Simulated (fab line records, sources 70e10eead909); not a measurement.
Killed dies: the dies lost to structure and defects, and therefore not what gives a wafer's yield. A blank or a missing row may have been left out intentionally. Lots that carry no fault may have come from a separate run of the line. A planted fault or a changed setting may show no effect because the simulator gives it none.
Chamber matching :: flow nand harc :: 4 sister chambers for NHARC_P_CONTACT_ETCH_35 on rie diel-12
The step etches the open film in CF4, target depth 39 nm, time 65 s. 4 wafers are shown with their chamber, then 9 later ones without.

== WAFERS PAIRED WITH THEIR CHAMBERS ==
wafer: L491.3
chamber: 2
rf vpp V (V): 152.4

wafer: L491.5
chamber: 1
rf vpp V (V): 150.7

wafer: L494.5
chamber: 0
rf vpp V (V): 150.3

wafer: L494.6
chamber: 3
rf vpp V (V): 149.9

== WAFERS WHOSE CHAMBER IS MISSING ==
wafer: L501.3
rf vpp V (V): 151.6

wafer: L501.5
rf vpp V (V): 152.1

wafer: L501.6
rf vpp V (V): 151.6

wafer: L504.3
rf vpp V (V): 151.1

wafer: L504.4
rf vpp V (V): 150.0

wafer: L504.5
rf vpp V (V): 148.2

wafer: L505.3
rf vpp V (V): 150.7

wafer: L505.5
rf vpp V (V): 149.4

wafer: L505.6
rf vpp V (V): 151.8

== EACH ONE'S CHAMBER ==
wafer: L501.3
from the rows above: can't be placed: 2 or 1 or 0 or 3
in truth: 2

wafer: L501.5
from the rows above: can't be placed: 2 or 1
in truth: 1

wafer: L501.6
from the rows above: can't be placed: 2 or 1 or 0 or 3
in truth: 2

wafer: L504.3
from the rows above: can't be placed: 1 or 0 or 3 or 2
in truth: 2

wafer: L504.4
from the rows above: can't be placed: 3 or 0 or 1
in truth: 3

wafer: L504.5
from the rows above: can't be placed: 3 or 0 or 1
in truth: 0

wafer: L505.3
from the rows above: can't be placed: 1 or 0 or 3
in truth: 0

wafer: L505.5
from the rows above: can't be placed: 3 or 0 or 1
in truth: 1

wafer: L505.6
from the rows above: can't be placed: 2 or 1 or 0 or 3
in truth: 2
0 of 9 placed correctly. These rows do not allow placing 9 (true chamber among the candidates in 9). 0 placed wrongly.
How it was worked out, from the rows above alone: a wafer's distance from a chamber is the root of the sum, over the readings, of the square of ((its reading less the chamber's mean) divided by the reading's scatter). If the next closest chamber is less than 2 further off than the closest, the wafer can't be placed; otherwise it belongs to the closest. A chamber's mean is the mean of its shown wafers. The scatter: root of mean squared gap, hidden wafer to nearest shown wafer, with one shown wafer a chamber.
